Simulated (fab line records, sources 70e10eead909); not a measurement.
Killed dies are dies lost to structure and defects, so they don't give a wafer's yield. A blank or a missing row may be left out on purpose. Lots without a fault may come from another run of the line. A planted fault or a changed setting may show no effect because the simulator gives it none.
Problem report in the 8D (eight disciplines) form, filled by code | flow nand_harc | the parts of the form that need people (team, actions taken, sign-off) are left out

1. THE PROBLEM
run_length_s at NHARC_A_WL_FILL_ETCHBACK_17 reads a mean of 45.4 s on 3 wafers of 3 lots; wafers without a fault read 47.8 s with a standard deviation of 0.45. That is -5.4 standard deviations from the usual mean.
The step: etches the open film in Cl2/BCl3, target depth 4 nm, time 26.7 s.
First seen on wafer L328.2, day 19 15:53, on rie_metal-03. The record holds 36 wafers of 13 lots with a number at this step. Rule for "out", or "out of limits": more than 4 standard deviations from the usual mean. The other wafers with a number count as sound.

2. WHAT IT IS AND WHAT IT IS NOT
question                    | is                     | is not
which readings at this step | run_length_s           | drypump_motor_current_A, oes_product_au
which lots                  | L326, L328, L331       | L310, L311, L314, L315, L316, L317, L318, L322, L323, L333
which wafers of those lots  | L326.2, L328.2, L331.1 | L326.4, L328.5, L331.4
read on which tools         | rie_metal-03           | rie_metal-01, rie_metal-02
when                        | from day 19 15:53      | up to then (28 sound wafers); but 5 sound wafers of L326, L331, L333 came after

3. SUSPECTS, AND WHAT RULES EACH OUT
Counting: a tool at a process step up to the reading stays a suspect if it ran every lot that is out. Sound lots after the first of them don't rule it out here, since some wafers of a struck lot are sound.
- rie_metal-03 at NHARC_A_WL_FILL_ETCHBACK_17 (etches the open film in Cl2/BCl3, target depth 4 nm, time 26.7 s): kept. It ran every lot that is out, first L328 (day 19 15:53); its last sound lot up to then is L316 (day 16 18:51). Its own readings are out on those wafers: run_length_s.
Left after counting: rie_metal-03 at NHARC_A_WL_FILL_ETCHBACK_17.

4. THE CAUSE (what the simulator had put in)
Process parameter drift: rie_metal-03, from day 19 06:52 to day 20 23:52, at NHARC_A_WL_FILL_ETCHBACK_17. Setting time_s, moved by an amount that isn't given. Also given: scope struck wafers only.
Counting left only this tool.

5. THE CHAIN OF EFFECTS, in route order
Each row: a reading whose mean over the struck wafers that have a number lies more than 3 standard deviations from the usual. Only readings for which the record gives a usual standard deviation are gone through. hours: the time from each lot's start at the first step in this table that gives one to its start at this step, as a median over the lots. sigmas: the change in usual standard deviations.
hours | step                        | reading      | usual  | on struck wafers | change | sigmas
0     | NHARC_A_WL_FILL_ETCHBACK_17 | run_length_s | 47.8 s | 45.4             | -2.4   | -5.4
The process steps in it:
- NHARC_A_WL_FILL_ETCHBACK_17: etches the open film in Cl2/BCl3, target depth 4 nm, time 26.7 s.
Later measuring or inspecting steps at which every struck wafer that the step has a row for has a number for every such reading, and none has moved that far: NHARC_END_SORT_01.

6. WHAT WOULD HAVE CAUGHT IT SOONER
In this record the first reading out of limits was taken at day 19 15:53, 9 hours after the fault began at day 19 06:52.
